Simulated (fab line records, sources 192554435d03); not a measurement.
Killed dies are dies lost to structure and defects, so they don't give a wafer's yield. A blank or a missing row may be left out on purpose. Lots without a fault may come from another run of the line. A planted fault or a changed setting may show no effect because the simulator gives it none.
A struck lot beside a sound one | flow n5_finfet | 35 steps out of a route of 1938
Sound: wafers L373.2, L373.5, L373.6. Struck: wafers L384.3, L384.4, L384.5. The cause comes at the end.
At each step with rows: each side's tool, then ch and its chambers, then its first start. Under that, the readings that differ: sound wafers | struck wafers | difference of the means | sigmas: that difference in standard deviations of wafers without a fault.
alike: readings whose means differ by less than 2 such deviations, and words and numbers that are the same on both sides. not compared: withheld readings, readings that some wafer has no value for, bounds like >300 that may hide the same value, and numbers for which the record gives no deviation and whose values overlap.
The two part at a step that has a row with sigmas, a row that says differs or no value, or rows on one side only. Numbers that don't overlap but have no deviation are shown without sigmas and don't part them. A reading that every wafer of one side lacks parts them only if that side has two wafers or more.

first, 9 steps without rows for these wafers: N5_MOL_CONTACT_COAG_SOFTBAKE_35 (time 60 s); N5_MOL_CONTACT_COAG_EXPOSE_37 (exposes mask VD, defocus 0 nm); N5_MOL_CONTACT_COAG_PEB_38 (peb time 60 s); N5_MOL_CONTACT_COAG_DEVELOP_39 (develop time 30 s); N5_MOL_CONTACT_COAG_DESCUM_45 (chemistry O2, time 7 s); N5_MOL_CONTACT_COAG_ETCH_65 (etches underlayer in N2/H2, target depth 13 nm, time 10.4 s); N5_MOL_CONTACT_COAG_ETCH_66 (etches SiARC in CF4, target depth 13 nm, time 21.7 s); N5_MOL_CONTACT_COAG_ALD_133 (deposits SiO2, target thk 5 nm, pulse time 1 s, co reactant pulse time 1 s); N5_MOL_CONTACT_COAG_ETCHBACK_134 (etches SiO2 in CHF3, target depth 10 nm, time 6.7 s).
N5_MOL_CONTACT_COAG_ETCH_67: etches SOC in N2/H2, target depth 60 nm, overetch 21 nm, time 101.2 s.
  sound on rie_diel-05 ch 0,1,3, day 5 22:51; struck on rie_diel-05 ch 0,1,3, day 8 16:06
  alike: drypump_motor_current_A, oes_product_au, rf_vpp_V, showerhead_plenum_p_Torr, throttle_valve_pct
  not compared: rf_hours_counter_h
then, 24 steps without rows for these wafers: N5_MOL_CONTACT_COAG_STRIP_68 (strips in N2/H2); N5_MOL_CONTACT_COAG_STRIP_69 (strips in N2/H2); N5_MOL_CONTACT_COAG_ETCHBACK_136 (etches SiO2 in CHF3, target depth 25 nm, time 16.7 s); N5_MOL_CONTACT_COAG_STRIP_120 (strips in CHF3); N5_MOL_CONTACT_COAG_VIA_ETCH_117 (etches SiO2 in C4F6/O2, target depth 40 nm, overetch 8 nm, time 26 s); N5_MOL_CONTACT_COAG_ETCH_124 (etches SiNx in CH3F/O2, stops on SiOC, target depth 6.5 nm); N5_MOL_CONTACT_COAG_ETCH_48 (etches SiOC in C4F6/O2, target depth 15 nm, overetch 4.5 nm, time 17 s); N5_MOL_CONTACT_COAG_STRIP_72 (strips in N2/H2); N5_MOL_CONTACT_COAG_STRIP_49 (strips in N2/H2, time 30 s); N5_MOL_CONTACT_COAG_PRECLEAN_138 (cleans in alkaline clean, time 60 s); N5_MOL_CONTACT_COAG_SRD_139 (time 30 s); N5_MOL_CONTACT_COAG_PRE_CLEAN_121; N5_MOL_CONTACT_COAG_CVD_140 (deposits W, target thk 66.5 nm, time 215 s); N5_MOL_CONTACT_COAG_PRECLEAN_127 (cleans in DIW, time 57.5 s); N5_MOL_CONTACT_COAG_SRD_128 (dry time 32 s); N5_MOL_CONTACT_COAG_CMP_52 (polishes, stops on SiO2, t overpolish 1.5 s, target thk 66.5 nm); N5_MOL_CONTACT_COAG_ANNEAL_112 (time 1800 s); N5_BEOL_M0_SAQP_PECVD_00 (deposits SiCN from 3MS/NH3, target thk 8 nm, time 14 s); N5_BEOL_M0_SAQP_ILD_DEP_01 (deposits SiOC from DEMS/O2, target thk 45.419 nm, time 8.7 s); N5_BEOL_M0_SAQP_HM_DEP_02 (deposits TiN, target thk 12 nm); N5_BEOL_M0_SAQP_PECVD_03 (deposits SiCN from 3MS/NH3, target thk 12 nm, time 21.1 s); N5_BEOL_M0_SAQP_PECVD_96 (deposits a-Si from SiH4/He, target thk 45 nm, time 45.2 s); N5_BEOL_M0_SAQP_PECVD_97 (deposits SiNx from SiH4/NH3/N2, target thk 23 nm, time 19.9 s); N5_BEOL_M0_SAQP_PECVD_04 (deposits a-Si from SiH4/He, target thk 60 nm, time 60.2 s).
-- the record jumps here: 7 days lie between the struck wafers' starts before and after (it left off in module BEOL_M0_SAQP and takes up again in module PASSIVATION, whose first step shown is number 1936 of the route) --
N5_PASSIVATION_PROBE_49:
  the record has rows for the struck wafers here (prober-02, day 16 03:32) and none for the sound ones

WHERE THEY PART
Only at N5_PASSIVATION_PROBE_49, within this record.

WHY: what the simulator had put in
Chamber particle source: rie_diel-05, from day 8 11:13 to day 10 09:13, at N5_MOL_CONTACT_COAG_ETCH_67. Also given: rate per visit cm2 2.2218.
